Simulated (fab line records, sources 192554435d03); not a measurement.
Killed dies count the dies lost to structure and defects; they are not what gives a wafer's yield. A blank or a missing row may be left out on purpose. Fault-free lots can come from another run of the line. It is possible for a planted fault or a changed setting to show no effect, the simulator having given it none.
Chamber matching -- flow n5 finfet -- N5_BEOL_M14_ETCH_59 on rie diel-05 has 4 sister chambers
The step etches BARC in N2/H2, target depth 89 nm, overetch 26.7 nm, time 67.9 s. 4 wafers are shown with their chamber, then 7 later ones without.

WAFERS PAIRED WITH THEIR CHAMBERS
wafer,chamber,showerhead plenum p Torr (Torr)
L711.1,2,2.62
L711.3,3,2.69
L711.4,0,2.47
L714.4,1,2.46

WAFERS MISSING THEIR CHAMBER
wafer,showerhead plenum p Torr (Torr)
L714.5,2.61
L720.1,2.68
L720.3,2.46
L720.6,2.46
L719.3,2.61
L719.5,2.61
L719.6,2.68

THE CHAMBER EACH PASSED THROUGH
wafer,from the rows above,in truth
L714.5,2,2
L720.1,3,3
L720.3,can't be placed: 1 or 0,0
L720.6,can't be placed: 1 or 0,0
L719.3,2,2
L719.5,2,2
L719.6,3,3
Correct placement for 5 of the 7. From these rows, 2 cannot be placed; in 2 the true chamber is one of the candidates. 0 placed wrongly.
How it was worked out, from the rows above alone: a wafer's distance from a chamber is the root of the sum, over the readings, of the square of ((its reading less the chamber's mean) divided by the reading's scatter). The wafer belongs to the nearest chamber; if the next one is less than 2 further off, it can't be placed. A chamber's mean is the mean of its shown wafers. The scatter: root of mean squared gap, hidden wafer to nearest shown wafer, with one shown wafer a chamber.
